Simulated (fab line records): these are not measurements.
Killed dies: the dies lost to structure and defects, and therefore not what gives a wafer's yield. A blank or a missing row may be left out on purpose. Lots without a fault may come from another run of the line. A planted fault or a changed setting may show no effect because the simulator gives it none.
Matching of chambers | flow n5 finfet | N5_BEOL_M14_CMP_49 on cmp-04 has 4 sister chambers
The step polishes, stops on SiO2, t overpolish 5.2 s, target thk 560 nm. 20 wafers are shown with their chamber, then 10 later ones without.

## WAFERS, EACH WITH ITS CHAMBER
wafer  | chamber | time to endpoint s (s) | barrier field endpoint s (s) | motor current A (A)
L076.1 | 2       | 122                    | 11.5                         | 7.4
L076.2 | 3       | 119                    | 11.3                         | 7.3
L076.3 | 0       | 127                    | 11.7                         | 8.0
L077.3 | 1       | 123                    | 11.4                         | 7.1
L077.4 | 2       | 119                    | 11.5                         | 7.3
L077.5 | 3       | 117                    | 11.1                         | 7.5
L080.2 | 3       | 115                    | 11.0                         | 7.5
L080.3 | 1       | 125                    | 11.8                         | 7.5
L080.4 | 2       | 116                    | 11.5                         | 7.0
L081.1 | 2       | 117                    | 11.2                         | 7.3
L081.3 | 0       | 124                    | 11.8                         | 8.3
L081.6 | 3       | 110                    | 11.0                         | 7.2
L082.1 | 2       | 122                    | 11.7                         | 7.6
L082.3 | 3       | 114                    | 11.2                         | 7.3
L082.4 | 0       | 123                    | 11.9                         | 8.0
L083.2 | 3       | 112                    | 11.0                         | 7.2
L083.3 | 0       | 125                    | 11.8                         | 7.4
L083.6 | 1       | 121                    | 11.2                         | 7.6
L086.3 | 2       | 118                    | 11.3                         | 7.4
L086.4 | 3       | 113                    | 10.9                         | 7.1

SIGNATURES (means of the wafers above)
reading                  | chamber 0 | chamber 1 | chamber 2 | chamber 3 | scatter within a chamber
time to endpoint s       | 124.75    | 123.00    | 119.00    | 114.29    | 2.55
barrier field endpoint s | 11.800    | 11.467    | 11.450    | 11.071    | 0.172
motor current A          | 7.925     | 7.400     | 7.333     | 7.300     | 0.237
Rule: distance of a wafer from a chamber = root of the sum over the readings of ((wafer's reading minus chamber's mean) / reading's scatter) squared. If the next closest chamber is less than 2 further off than the closest, the wafer can't be placed; otherwise it belongs to the closest. The scatter: the root of (the sum of the squares of (reading less its chamber's mean) over the shown wafers, divided by (wafers less chambers)).

## WAFERS WITH NO CHAMBER GIVEN
wafer  | time to endpoint s (s) | barrier field endpoint s (s) | motor current A (A)
L086.5 | 127                    | 11.5                         | 7.0
L087.3 | 126                    | 11.3                         | 8.0
L087.4 | 118                    | 11.2                         | 7.6
L087.5 | 115                    | 11.1                         | 7.1
L089.2 | 113                    | 11.0                         | 7.2
L089.5 | 116                    | 11.0                         | 7.4
L089.6 | 112                    | 10.7                         | 7.6
L094.2 | 124                    | 11.5                         | 7.7
L094.3 | 121                    | 11.4                         | 7.2
L094.4 | 117                    | 11.3                         | 7.3

## WHICH CHAMBER EACH WENT THROUGH
wafer  | from the rows above          | in truth
L086.5 | can't be placed: 1 or 2      | 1
L087.3 | can't be placed: 1 or 0 or 2 | 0
L087.4 | can't be placed: 2 or 3 or 1 | 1
L087.5 | can't be placed: 3 or 2      | 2
L089.2 | 3                            | 3
L089.5 | can't be placed: 3 or 2      | 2
L089.6 | 3                            | 3
L094.2 | can't be placed: 1 or 0 or 2 | 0
L094.3 | can't be placed: 2 or 1      | 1
L094.4 | can't be placed: 2 or 3 or 1 | 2
Correct placement for 2 of the 10. From these rows, 8 cannot be placed; in 8 the true chamber is one of the candidates. Placed wrongly: 0.
